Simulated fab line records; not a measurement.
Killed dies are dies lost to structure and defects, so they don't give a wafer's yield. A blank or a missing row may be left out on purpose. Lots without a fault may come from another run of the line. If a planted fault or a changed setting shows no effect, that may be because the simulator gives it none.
fab line records | flow n5_finfet
record lots=8 | wafers=24 | last_day=18
route steps=1938 shown BEOL_M4@1035
lots that met no fault: taken from a fault-free run of the same line
start_h: hours from the record's opening day to when the first of the lot's shown wafers began | wait_h: hours since the lot's step before | " identical to the entry in the row above | L1.1+2: one row covering several wafers at once | - no value, or no start was given | * or withheld: withheld | < > ~ a bound
route shown NAME@n: a module of which the file shows steps, and the number in the route of the first | usual: the fault-free wafers' mean and standard deviation | same: alike in all rows | chamber/n: place in a boat | sites: readings site by site | _std_site: the values' standard deviation | _edge_site: mean of outer sites minus mean of inner sites | radius_mm: for every site, how far away it sits from the centre of the wafer | mask NAME#n: copy n | behind: the tool/chamber that last shaped the wafer | hold: why the lot went on hold/how many hours it stayed there/how the hold came to an end | device: the n, p or np transistor that did not switch | end of line: at the end of the route, the tests of the same wafers | a step without rows: its recipe alone | killed: count of dies lost to structure and defects at first sort (not the wafer's yield) | map: dies across one wafer; x = killed, . = not, _ = none there
set.NAME: the setting that was run; set.NAME@STEP: the one run at that earlier step | model.NAME: the simulator's own value behind a step, which no gauge read
one table for each step of the route and one row for each wafer, over a sample of lots
services: a tool's chamber out of use, with start hour (start_h, from the record's first day; less than 0 if before it), hours out, and reason
## steps
# step N5_BEOL_M4_OVL_MEAS_12
# recipe points_per_wafer=522
# usual M4_OVL=-0.1/0.56
lot.wafer | tool       | chamber | start_h | wait_h | M4_OVL[nm]
L634.1    | overlay-02 | 0       | 178.97  | 0.0    | 1.5
L634.4    | "          | 0       | "       | "      | 0.6
L634.6    | "          | 0       | "       | "      | 0.4
L638.3    | overlay-02 | 0       | 192.12  | 0.0    | 0.8
L638.4    | "          | 0       | "       | "      | 0.1
L638.5    | "          | 0       | "       | "      | -0.7
L636.1    | overlay-02 | 0       | 198.24  | 0.0    | 0.2
L636.2    | "          | 0       | "       | "      | 0.4
L636.5    | "          | 0       | "       | "      | 0.5
L649.2    | overlay-02 | 0       | 266.49  | 0.0    | 0.4
L649.3    | "          | 0       | "       | "      | -0.2
L649.6    | "          | 0       | "       | "      | 0.7
L648.1    | overlay-02 | 0       | 266.86  | 0.0    | -0.9
L648.2    | "          | 0       | "       | "      | -0.1
L648.5    | "          | 0       | "       | "      | -0.2
L652.2    | overlay-01 | 0       | 281.75  | 0.0    | 0.2
L652.3    | "          | 0       | "       | "      | -0.4
L652.5    | "          | 0       | "       | "      | 0.6
L653.1    | overlay-02 | 0       | 285.28  | 0.0    | 0.4
L653.3    | "          | 0       | "       | "      | -0.9
L653.4    | "          | 0       | "       | "      | 0.3
L655.1    | overlay-02 | 0       | 305.71  | 0.0    | 0.3
L655.3    | "          | 0       | "       | "      | 0.7
L655.5    | "          | 0       | "       | "      | 0.8
# step N5_BEOL_M4_ETCH_74
# recipe chemistry=N2/H2 | target=underlayer | target_depth_a=65 | mask_material=CAR-EUV | time_s=5.2 | ion_energy_ev=200 | pressure_mtorr=30 | source_w=840 | bias_w=150 | n2_flow_sccm=200 | h2_flow_sccm=200 | ends=cleared
# usual chamber_pressure_mTorr=30.00/0.042 | drypump_motor_current_A=5.8/0.46 | etch_rf_on_time_s=5.20/0.13 | oes_product_au=0.68/0.086 | rf_vpp_V=524.4/2.7 | showerhead_plenum_p_Torr=2.56/0.094 | throttle_valve_pct=17.79/0.22
lot.wafer | tool        | chamber | start_h | wait_h | chamber_pressure_mTorr | drypump_motor_current_A | etch_rf_on_time_s | oes_product_au | rf_hours_counter_h | rf_vpp_V | showerhead_plenum_p_Torr | throttle_valve_pct
L634.1    | rie_diel-03 | 1       | 179.09  | 0.0    | 29.91                  | 5.3                     | 5.30              | 0.70           | 74                 | 524.3    | 2.58                     | 17.57
L634.4    | "           | 0       | "       | "      | 30.02                  | 5.6                     | 5.06              | 0.63           | 193                | 522.4    | 2.54                     | 17.94
L634.6    | "           | 3       | "       | "      | 30.02                  | 5.7                     | 5.28              | 0.82           | -                  | 528.3    | 2.70                     | 17.61
L638.3    | rie_diel-02 | 1       | 193.00  | 0.0    | 30.07                  | 6.3                     | 5.29              | 0.60           | 218                | 525.8    | 2.63                     | 17.92
L638.4    | "           | 0       | "       | "      | 30.02                  | 5.3                     | 5.26              | 0.61           | 206                | 521.9    | 2.40                     | 17.63
L638.5    | "           | 1       | "       | "      | 30.04                  | 6.3                     | 5.31              | 0.61           | -                  | 525.5    | 2.63                     | 17.92
L636.1    | rie_diel-04 | 0       | 198.57  | 0.0    | 29.97                  | 6.7                     | 5.15              | 0.80           | 8                  | 527.3    | 2.73                     | 17.87
L636.2    | "           | 3       | "       | "      | 30.02                  | 6.4                     | 5.15              | 0.75           | 45                 | 523.3    | 2.58                     | 17.78
L636.5    | "           | 2       | "       | "      | 30.01                  | 5.6                     | 5.41              | 0.59           | -                  | 519.5    | 2.41                     | 18.03
L649.2    | rie_diel-04 | 0       | 266.61  | 0.0    | 30.09                  | 6.7                     | 5.03              | 0.75           | 32                 | 527.9    | 2.72                     | 17.86
L649.3    | "           | 1       | "       | "      | 29.98                  | 6.3                     | 4.98              | 0.79           | 24                 | 522.2    | 2.49                     | 17.45
L649.6    | "           | 2       | "       | "      | 30.02                  | 5.6                     | 5.30              | 0.82           | -                  | 529.6    | 2.72                     | 17.59
L648.1    | rie_diel-04 | 1       | 266.99  | 0.0    | 29.96                  | 6.3                     | 5.07              | 0.79           | 24                 | 523.2    | 2.49                     | 17.45
L648.2    | "           | 3       | "       | "      | 29.95                  | 6.4                     | 5.21              | 0.71           | 71                 | 524.9    | 2.57                     | 17.87
L648.5    | "           | 2       | "       | "      | 30.01                  | 5.6                     | 5.30              | 0.81           | -                  | 527.5    | 2.72                     | 17.56
L652.2    | rie_diel-03 | 0       | 281.88  | 0.0    | 30.01                  | 5.6                     | 5.07              | 0.62           | 225                | 522.9    | 2.52                     | 18.02
L652.3    | "           | 1       | "       | "      | 30.00                  | 5.3                     | 5.22              | 0.66           | 109                | 526.0    | 2.57                     | 17.59
L652.5    | "           | 3       | "       | "      | 30.02                  | 5.7                     | 5.18              | 0.76           | -                  | 529.6    | 2.69                     | 17.67
L653.1    | rie_diel-02 | 0       | 286.11  | 0.0    | 30.05                  | 5.3                     | 5.34              | 0.58           | 244                | 520.1    | 2.38                     | 17.67
L653.3    | "           | 3       | "       | "      | 29.97                  | 5.6                     | 5.00              | 0.61           | 216                | 522.0    | 2.51                     | 17.93
L653.4    | "           | 0       | "       | "      | 30.02                  | 5.3                     | 5.31              | 0.58           | -                  | 519.0    | 2.38                     | 17.69
L655.1    | rie_diel-02 | 2       | 305.84  | 0.0    | 29.99                  | 5.3                     | 5.22              | 0.81           | 15                 | 527.4    | 2.62                     | 18.02
L655.3    | "           | 1       | "       | "      | 30.00                  | 6.2                     | 5.41              | 0.80           | 7                  | 525.9    | 2.61                     | 17.55
L655.5    | "           | 2       | "       | "      | 29.99                  | 5.2                     | 5.23              | 0.81           | -                  | 525.7    | 2.62                     | 18.06
# step N5_BEOL_M4_STRIP_66
# recipe chemistry=CF4 | resist=SiARC | power_w=300 | bias_power_w=75 | pressure_mtorr=50 | cf4_flow_sccm=150 | rf_frequency_hz=6e+07
# usual chamber_pressure_mTorr=50.00/0.051 | drypump_motor_current_A=5.8/0.45 | oes_product_au=0.79/0.099 | rf_vpp_V=271.4/1.6 | showerhead_plenum_p_Torr=1.80/0.057 | throttle_valve_pct=13.50/0.19
lot.wafer | tool        | chamber | start_h | wait_h | chamber_pressure_mTorr | drypump_motor_current_A | oes_product_au | rf_hours_counter_h | rf_vpp_V | showerhead_plenum_p_Torr | throttle_valve_pct
L634.1    | rie_diel-03 | 1       | 179.27  | 0.0    | 50.02                  | 5.3                     | 0.82           | 74                 | 272.2    | 1.83                     | 13.39
L634.4    | "           | 0       | "       | "      | 49.98                  | 5.6                     | 0.72           | 193                | 270.7    | 1.78                     | 13.50
L634.6    | "           | 3       | "       | "      | 50.02                  | 5.7                     | 0.97           | -                  | 272.9    | 1.90                     | 13.31
L638.3    | rie_diel-02 | 1       | 193.18  | 0.0    | 49.95                  | 6.2                     | 0.71           | 219                | 272.6    | 1.84                     | 13.60
L638.4    | "           | 0       | "       | "      | 50.00                  | 5.3                     | 0.71           | 206                | 269.2    | 1.72                     | 13.61
L638.5    | "           | 1       | "       | "      | 49.96                  | 6.2                     | 0.71           | -                  | 271.5    | 1.84                     | 13.61
L636.1    | rie_diel-04 | 0       | 198.75  | 0.0    | 50.07                  | 6.7                     | 0.91           | 8                  | 271.8    | 1.90                     | 13.42
L636.2    | "           | 3       | "       | "      | 50.11                  | 6.5                     | 0.86           | 45                 | 271.9    | 1.82                     | 13.51
L636.5    | "           | 2       | "       | "      | 49.92                  | 5.6                     | 0.70           | -                  | 268.8    | 1.70                     | 13.86
L649.2    | rie_diel-04 | 0       | 266.79  | 0.0    | 50.01                  | 6.7                     | 0.85           | 32                 | 273.2    | 1.89                     | 13.47
L649.3    | "           | 1       | "       | "      | 49.97                  | 6.3                     | 0.89           | 24                 | 270.9    | 1.75                     | 13.16
L649.6    | "           | 2       | "       | "      | 50.11                  | 5.6                     | 0.96           | -                  | 273.9    | 1.91                     | 13.30
L648.1    | rie_diel-04 | 1       | 267.17  | 0.0    | 49.95                  | 6.3                     | 0.90           | 25                 | 270.3    | 1.75                     | 13.17
L648.2    | "           | 3       | "       | "      | 49.84                  | 6.4                     | 0.82           | 71                 | 272.6    | 1.81                     | 13.57
L648.5    | "           | 2       | "       | "      | 50.06                  | 5.6                     | 0.95           | -                  | 272.2    | 1.91                     | 13.33
L652.2    | rie_diel-03 | 0       | 282.06  | 0.0    | 50.01                  | 5.6                     | 0.70           | 225                | 271.3    | 1.78                     | 13.58
L652.3    | "           | 1       | "       | "      | 49.95                  | 5.3                     | 0.79           | 109                | 271.9    | 1.82                     | 13.47
L652.5    | "           | 3       | "       | "      | 49.95                  | 5.7                     | 0.88           | -                  | 274.8    | 1.89                     | 13.39
L653.1    | rie_diel-02 | 0       | 286.29  | 0.0    | 50.01                  | 5.3                     | 0.68           | 244                | 269.4    | 1.71                     | 13.70
L653.3    | "           | 3       | "       | "      | 50.01                  | 5.6                     | 0.70           | 216                | 271.4    | 1.76                     | 13.61
L653.4    | "           | 0       | "       | "      | 49.94                  | 5.3                     | 0.68           | -                  | 269.6    | 1.71                     | 13.69
L655.1    | rie_diel-02 | 2       | 306.01  | 0.0    | 49.91                  | 5.2                     | 0.94           | 15                 | 272.2    | 1.83                     | 13.46
L655.3    | "           | 1       | "       | "      | 50.01                  | 6.2                     | 0.94           | 7                  | 272.4    | 1.83                     | 13.09
L655.5    | "           | 2       | "       | "      | 49.98                  | 5.2                     | 0.94           | -                  | 272.6    | 1.83                     | 13.44
# step N5_BEOL_M4_EXPOSE_25
# recipe mask_id=V3 | na=0.33 | source_shape=quasar | sigma_inner=0.2 | sigma_outer=0.8 | polarization=unpolarized | defocus_nm=5 | dose_mj=63
# usual reticle_temp_C=23.02/0.1 | stage_msd_nm=0.815/0.013
lot.wafer | tool           | chamber | start_h | wait_h | mask | reticle_temp_C | stage_msd_nm
L634.1    | euv_scanner-01 | 0       | 179.79  | -      | V3#0 | 23.01          | 0.811
L634.4    | "              | 0       | "       | "      | V3#0 | 22.73          | 0.813
L634.6    | "              | 0       | "       | "      | V3#0 | 22.96          | 0.809
L638.3    | euv_scanner-01 | 0       | 193.60  | -      | V3#0 | 23.23          | 0.813
L638.4    | "              | 0       | "       | "      | V3#0 | 23.17          | 0.812
L638.5    | "              | 0       | "       | "      | V3#0 | 23.03          | 0.807
L636.1    | euv_scanner-01 | 0       | 199.14  | -      | V3#0 | 23.20          | 0.809
L636.2    | "              | 0       | "       | "      | V3#0 | 23.23          | 0.810
L636.5    | "              | 0       | "       | "      | V3#0 | 23.14          | 0.809
L649.2    | euv_scanner-01 | 0       | 267.40  | -      | V3#0 | 22.96          | 0.798
L649.3    | "              | 0       | "       | "      | V3#0 | 23.14          | 0.800
L649.6    | "              | 0       | "       | "      | V3#0 | 23.17          | 0.799
L648.1    | euv_scanner-01 | 0       | 267.57  | -      | V3#0 | 22.97          | 0.799
L648.2    | "              | 0       | "       | "      | V3#0 | 23.00          | 0.798
L648.5    | "              | 0       | "       | "      | V3#0 | 23.10          | 0.800
L652.2    | euv_scanner-02 | 0       | 286.91  | -      | V3#0 | 23.04          | 0.833
L652.3    | "              | 0       | "       | "      | V3#0 | 23.10          | 0.828
L652.5    | "              | 0       | "       | "      | V3#0 | 23.01          | 0.829
L653.1    | euv_scanner-02 | 0       | 286.96  | -      | V3#0 | 23.05          | 0.830
L653.3    | "              | 0       | "       | "      | V3#0 | 23.15          | 0.829
L653.4    | "              | 0       | "       | "      | V3#0 | 23.09          | 0.830
L655.1    | euv_scanner-02 | 0       | 306.50  | -      | V3#0 | 23.06          | 0.830
L655.3    | "              | 0       | "       | "      | V3#0 | 23.22          | 0.828
L655.5    | "              | 0       | "       | "      | V3#0 | 23.20          | 0.828
# step N5_BEOL_M4_OVL_MEAS_29
# recipe points_per_wafer=522
# usual V3_OVL=0.0/0.71
lot.wafer | tool       | chamber | start_h | wait_h | V3_OVL[nm]
L634.1    | overlay-01 | 0       | 179.97  | 0.0    | -0.2
L634.4    | "          | 0       | "       | "      | 1.2
L634.6    | "          | 0       | "       | "      | 0.0
L638.3    | overlay-02 | 0       | 193.77  | 0.0    | 0.4
L638.4    | "          | 0       | "       | "      | 0.4
L638.5    | "          | 0       | "       | "      | -0.3
L636.1    | overlay-01 | 0       | 199.32  | 0.0    | 0.3
L636.2    | "          | 0       | "       | "      | 0.7
L636.5    | "          | 0       | "       | "      | 1.0
L649.2    | overlay-01 | 0       | 267.57  | 0.0    | 4.1
L649.3    | "          | 0       | "       | "      | 4.3
L649.6    | "          | 0       | "       | "      | 4.0
L648.1    | overlay-02 | 0       | 267.74  | 0.0    | 3.2
L648.2    | "          | 0       | "       | "      | 3.7
L648.5    | "          | 0       | "       | "      | 3.2
L652.2    | overlay-02 | 0       | 287.09  | 0.0    | 1.5
L652.3    | "          | 0       | "       | "      | -0.2
L652.5    | "          | 0       | "       | "      | -0.9
L653.1    | overlay-02 | 0       | 287.14  | 0.0    | 0.3
L653.3    | "          | 0       | "       | "      | -0.5
L653.4    | "          | 0       | "       | "      | -0.3
L655.1    | overlay-02 | 0       | 306.68  | 0.0    | -1.5
L655.3    | "          | 0       | "       | "      | -1.4
L655.5    | "          | 0       | "       | "      | 0.0
# step N5_BEOL_M4_RC_MEAS_101
# usual DIBL_N=35.8/1.6 | DIBL_P=36.0/1.9 | IOFF_N=0.151/0.029 | IOFF_P=0.21/0.037 | ION_N=673/12 | ION_P=463/7.3 | SS_N=71.5/0.58 | SS_P=73.2/0.61 | VT_N=251/3.3 | VT_P=-250/3.3
lot.wafer | tool      | chamber | start_h | wait_h | DIBL_N[mV/V] | DIBL_P[mV/V] | IOFF_N[nA/um] | IOFF_P[nA/um] | ION_N[uA/um] | ION_P[uA/um] | SS_N[mV/dec] | SS_P[mV/dec] | VT_N[mV] | VT_P[mV]
L634.1    | prober-01 | 0       | 186.70  | 0.0    | 36.8         | 36.7         | 0.151         | 0.20          | 668          | 456          | 72.1         | 73.5         | 253      | -252
L634.4    | "         | 0       | "       | "      | 35.3         | 34.5         | 0.128         | 0.17          | 657          | 457          | 71.0         | 72.6         | 254      | -253
L634.6    | "         | 0       | "       | "      | 34.1         | 33.3         | 0.108         | 0.15          | 652          | 452          | 71.1         | 72.0         | 257      | -253
L638.3    | prober-02 | 0       | 205.15  | 0.3    | 36.1         | 36.8         | 0.167         | 0.26          | 682          | 469          | 71.8         | 73.0         | 248      | -249
L638.4    | "         | 0       | "       | "      | 37.2         | 37.7         | 0.183         | 0.29          | 678          | 469          | 71.8         | 73.2         | 248      | -244
L638.5    | "         | 0       | "       | "      | 37.6         | 38.2         | 0.205         | 0.31          | 691          | 478          | 72.7         | 73.7         | 246      | -241
L636.1    | prober-02 | 0       | 208.71  | 0.0    | 37.3         | 36.7         | 0.142         | 0.21          | 666          | 465          | 71.2         | 72.9         | 252      | -248
L636.2    | "         | 0       | "       | "      | 38.8         | 38.8         | 0.179         | 0.25          | 688          | 468          | 72.3         | 73.8         | 249      | -248
L636.5    | "         | 0       | "       | "      | 37.0         | 36.2         | 0.137         | 0.20          | 660          | 461          | 71.1         | 72.8         | 255      | -251
L649.2    | prober-01 | 0       | 277.44  | 0.2    | 33.5         | 33.6         | 0.129         | 0.17          | 672          | 457          | 70.5         | 72.7         | 254      | -252
L649.3    | "         | 0       | "       | "      | 34.4         | 34.1         | 0.130         | 0.18          | 676          | 465          | 70.6         | 72.7         | 253      | -252
L649.6    | "         | 0       | "       | "      | 33.5         | 32.7         | 0.115         | 0.17          | 656          | 456          | 70.9         | 72.2         | 255      | -252
L648.1    | prober-02 | 0       | 278.49  | 0.0    | 35.2         | 33.6         | 0.151         | 0.21          | 688          | 470          | 71.8         | 73.0         | 250      | -247
L648.2    | "         | 0       | "       | "      | 38.9         | 39.2         | 0.229         | 0.31          | 695          | 476          | 71.9         | 74.0         | 244      | -245
L648.5    | "         | 0       | "       | "      | 35.8         | 35.5         | 0.163         | 0.24          | 678          | 470          | 72.0         | 73.4         | 248      | -246
L652.2    | prober-01 | 0       | 298.89  | 0.2    | 34.1         | 35.2         | 0.132         | 0.18          | 647          | 459          | 71.3         | 73.8         | 253      | -253
L652.3    | "         | 0       | "       | "      | 38.7         | 39.7         | 0.234         | 0.26          | 708          | 469          | 72.9         | 74.2         | 244      | -247
L652.5    | "         | 0       | "       | "      | 34.6         | 37.3         | 0.162         | 0.22          | 687          | 470          | 72.3         | 73.6         | 246      | -254
L653.1    | prober-01 | 0       | 306.56  | 0.0    | 37.7         | 38.0         | 0.210         | 0.29          | 692          | 477          | 72.4         | 73.5         | 247      | -245
L653.3    | "         | 0       | "       | "      | 36.0         | 36.1         | 0.178         | 0.24          | 681          | 473          | 71.2         | 73.3         | 246      | -248
L653.4    | "         | 0       | "       | "      | 35.0         | 33.9         | 0.142         | 0.20          | 678          | 467          | 71.7         | 72.5         | 250      | -250
L655.1    | prober-01 | 0       | 314.57  | 0.0    | 34.7         | 35.1         | 0.136         | 0.19          | 671          | 457          | 70.9         | 72.2         | 252      | -252
L655.3    | "         | 0       | "       | "      | 35.3         | 36.0         | 0.142         | 0.21          | 664          | 459          | 71.9         | 73.1         | 252      | -251
L655.5    | "         | 0       | "       | "      | 34.8         | 35.4         | 0.128         | 0.20          | 660          | 456          | 71.4         | 72.6         | 254      | -253
## services
tool           | chamber | start_h | hours | kind
rie_diel-02    | -       | 163.03  | 3.2   | repair
rie_diel-04    | 0       | 165.28  | -     | clean
rie_diel-04    | 0       | 165.28  | -     | consumable_replace:focus_ring
rie_diel-04    | 0       | 165.28  | -     | consumable_replace:showerhead
rie_diel-04    | 0       | 165.28  | 18.7  | scheduled_down
rie_diel-04    | 0       | 165.28  | 18.7  | vent_cycle
rie_diel-04    | 1       | 184.08  | -     | clean
rie_diel-04    | 1       | 184.08  | -     | consumable_replace:focus_ring
rie_diel-04    | 1       | 184.08  | 16.1  | scheduled_down
rie_diel-04    | 1       | 184.08  | 16.1  | vent_cycle
rie_diel-03    | 3       | 189.80  | 9.6   | repair
euv_scanner-02 | -       | 194.34  | 1.0   | pm
euv_scanner-01 | -       | 206.25  | 1.0   | pm
rie_diel-03    | -       | 219.02  | 2.8   | pm
rie_diel-04    | 2       | 235.93  | -     | clean
euv_scanner-01 | -       | 238.70  | 23.5  | repair
rie_diel-03    | 0       | 259.75  | 6.6   | repair
rie_diel-02    | 0       | 261.10  | 2.4   | repair
euv_scanner-02 | -       | 262.17  | 1.0   | pm
euv_scanner-01 | -       | 263.18  | 1.0   | pm
euv_scanner-02 | -       | 264.23  | 5.8   | pm
euv_scanner-01 | -       | 282.41  | 5.8   | pm
euv_scanner-01 | -       | 292.47  | 0.3   | repair
euv_scanner-01 | -       | 299.42  | 4.6   | pm
## key
first_sign step=N5_BEOL_M4_OVL_MEAS_29 | reading=V3_OVL | direction=up | sigmas=5.3 | usual=0.0 | struck=3.8
effect none on later readings
met_at N5_BEOL_M4_EXPOSE_25
struck_lots L648,L649
not_acting_at N5_BEOL_M4_OVL_MEAS_12,N5_BEOL_M4_ETCH_74,N5_BEOL_M4_STRIP_66
onset_between 199.14 267.40
fault kind=scanner_matching_overlay | tool=euv_scanner-01 | chamber=- | onset_h=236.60 | steps=N5_BEOL_M4_EXPOSE_25 | offset=3.5843
